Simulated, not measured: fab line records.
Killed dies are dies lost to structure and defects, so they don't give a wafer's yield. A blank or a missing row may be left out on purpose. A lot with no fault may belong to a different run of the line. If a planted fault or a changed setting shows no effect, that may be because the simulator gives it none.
Chamber matching :: flow n5_finfet :: 4 sister chambers for N5_BEOL_M3_DESCUM_16 on rie_diel-04
The step chemistry O2, time 7 s. 4 wafers are shown with their chamber, then 12 later ones without.

WAFERS, EACH WITH ITS CHAMBER
wafer: L090.2
chamber: 0
throttle_valve_pct (%): 20.79

wafer: L090.4
chamber: 3
throttle_valve_pct (%): 20.57

wafer: L088.4
chamber: 2
throttle_valve_pct (%): 21.00

wafer: L088.5
chamber: 1
throttle_valve_pct (%): 20.38

WAFERS WITHOUT THEIR CHAMBER
wafer: L094.3
throttle_valve_pct (%): 20.71

wafer: L094.4
throttle_valve_pct (%): 20.72

wafer: L094.6
throttle_valve_pct (%): 20.40

wafer: L095.2
throttle_valve_pct (%): 20.71

wafer: L095.5
throttle_valve_pct (%): 20.71

wafer: L095.6
throttle_valve_pct (%): 20.59

wafer: L097.1
throttle_valve_pct (%): 20.58

wafer: L097.2
throttle_valve_pct (%): 20.43

wafer: L097.3
throttle_valve_pct (%): 20.71

wafer: L097.4
throttle_valve_pct (%): 20.82

wafer: L097.5
throttle_valve_pct (%): 20.40

wafer: L097.6
throttle_valve_pct (%): 20.71

WHICH CHAMBER EACH WENT THROUGH
wafer: L094.3
from the rows above: can't be placed: 0 or 3
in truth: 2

wafer: L094.4
from the rows above: can't be placed: 0 or 3
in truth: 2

wafer: L094.6
from the rows above: 1
in truth: 1

wafer: L095.2
from the rows above: can't be placed: 0 or 3
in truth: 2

wafer: L095.5
from the rows above: can't be placed: 0 or 3
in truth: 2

wafer: L095.6
from the rows above: 3
in truth: 3

wafer: L097.1
from the rows above: 3
in truth: 3

wafer: L097.2
from the rows above: can't be placed: 1 or 3
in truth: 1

wafer: L097.3
from the rows above: can't be placed: 0 or 3
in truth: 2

wafer: L097.4
from the rows above: 0
in truth: 0

wafer: L097.5
from the rows above: 1
in truth: 1

wafer: L097.6
from the rows above: can't be placed: 0 or 3
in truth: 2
5 of 12 placed correctly. Not placeable from these rows: 7 (in 1, the candidates include the true chamber). 0 placed wrongly.
How it was worked out, from the rows above alone: a wafer's distance from a chamber is the root of the sum, over the readings, of the square of ((its reading less the chamber's mean) divided by the reading's scatter). If the next closest chamber is less than 2 further off than the closest, the wafer can't be placed; otherwise it belongs to the closest. The mean given for a chamber averages the wafers shown for that chamber. The scatter: root of mean squared gap, hidden wafer to nearest shown wafer, with one shown wafer a chamber.
